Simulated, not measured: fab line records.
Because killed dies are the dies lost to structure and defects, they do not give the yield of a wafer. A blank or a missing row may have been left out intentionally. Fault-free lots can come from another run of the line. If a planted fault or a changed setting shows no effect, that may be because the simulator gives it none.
Struck lot and sound lot, side by side / flow nand-harc / 15 out of 1302 route steps
Sound: these wafers, L260.1, L260.4, L260.6. Struck: wafers L272.2, L272.6 (left out: L272.4, a lot-mate that was not struck); the cause follows at the end.
Order at every step that has rows: each side's tool, ch and its chambers, its first start. Under that, the readings that differ: sound wafers / struck wafers / difference of the means / sigmas: that difference in standard deviations of wafers without a fault.
alike: a reading whose means differ by less than 2 such deviations, as well as words and numbers matching on both sides. not compared: withheld readings; readings where some wafer has no value; bounds like >300 that might hide an equal value; numbers whose values overlap and for which the record gives no deviation.
The two part at a step that has a row with sigmas, a row that says differs or no value, or rows on one side only. Numbers that don't overlap but have no deviation are shown without sigmas and don't part them. A reading that every wafer of one side lacks parts them only if that side has two wafers or more.

first, 6 steps without rows for these wafers: NHARC_A_DECK1_JOINT_CVD_34 (deposits SiNx, target thk 20 nm); NHARC_A_DECK1_JOINT_DEP_06 (deposits SiOx, target thk 80 nm); NHARC_A_DECK1_JOINT_CURE_26 (time 32 s); NHARC_A_DECK1_JOINT_ANNEAL_27 (time 3600 s); NHARC_A_DECK1_JOINT_ANNEAL_28 (time 1800 s); NHARC_A_DECK1_JOINT_ANNEAL_29 (time 1800 s).
NHARC_A_DECK1_JOINT_CMP_02: polishes SiOx.
  sound on cmp-03 ch 1,2,3, day 12 22:31; struck on cmp-01 ch 3, day 18 13:08
  alike: motor-current-A
next, for these wafers, 1 step has no rows: NHARC_A_DECK1_JOINT_SRD_15.
NHARC_A_DECK1_JOINT_DEP_16: deposits SiO2, target thk 45 nm.
  sound on pecvd-02 ch 0,1,2, day 12 22:58; struck on pecvd-02 ch 2, day 18 13:35
  alike: flow-sccm, heater-power-w, rf-fwd-power-W, throttle-valve-pct
NHARC_A_DECK1_JOINT_THK_MEAS_17: measures by ellipsometry.
  sound on film-metro-01 at day 12 23:11; struck on film-metro-02 at day 18 13:49
  alike: thk-nm
NHARC_A_DECK1_JOINT_INSPECT_05:
  sound on defect-inspect-02 at day 12 23:13; struck on defect-inspect-01 at day 18 13:51
  alike: raw-defect-count
NHARC_A_ONON_D2_DEP_00: target thk 1000 nm.
  sound on pecvd-onon-03 ch 0, day 12 23:17; struck on pecvd-onon-03 ch 0, day 18 13:58
NHARC_A_ONON_D2_THK_MEAS_02: measures by ellipsometry.
  sound on film-metro-02 at day 12 23:48; struck on film-metro-01 at day 18 14:25
reading=thk-nm (nm); sound=992 991 991; struck=663 665; difference=-327; sigmas=-27
following that, 1 step holds no rows for these wafers, namely NHARC_A_ONON_D2_DEP_03 (target thickness 1000 nm).
-- record jumps: 12 days between struck wafers' starts before vs after; left off in module A_ONON_D2, resumes in module END, first step shown is number 1302 of the route --
NHARC_END_SORT_01:
  sound on prober-01 ch 0, day 24 11:29; struck on prober-01 ch 0, day 30 10:29
reading=killed-at-array; sound=51 57 49; struck=675 674; difference=+622; sigmas=+52
reading=killed-dies; sound=57 60 55; struck=677 677; difference=+620; sigmas=+52
  alike: killed-at-other, killed-at-periphery, killed-open, killed-short

## WHERE THEY PART
At NHARC_A_ONON_D2_THK_MEAS_02 first; at NHARC_END_SORT_01 last (within this record only).

WHY: what the simulator had put in
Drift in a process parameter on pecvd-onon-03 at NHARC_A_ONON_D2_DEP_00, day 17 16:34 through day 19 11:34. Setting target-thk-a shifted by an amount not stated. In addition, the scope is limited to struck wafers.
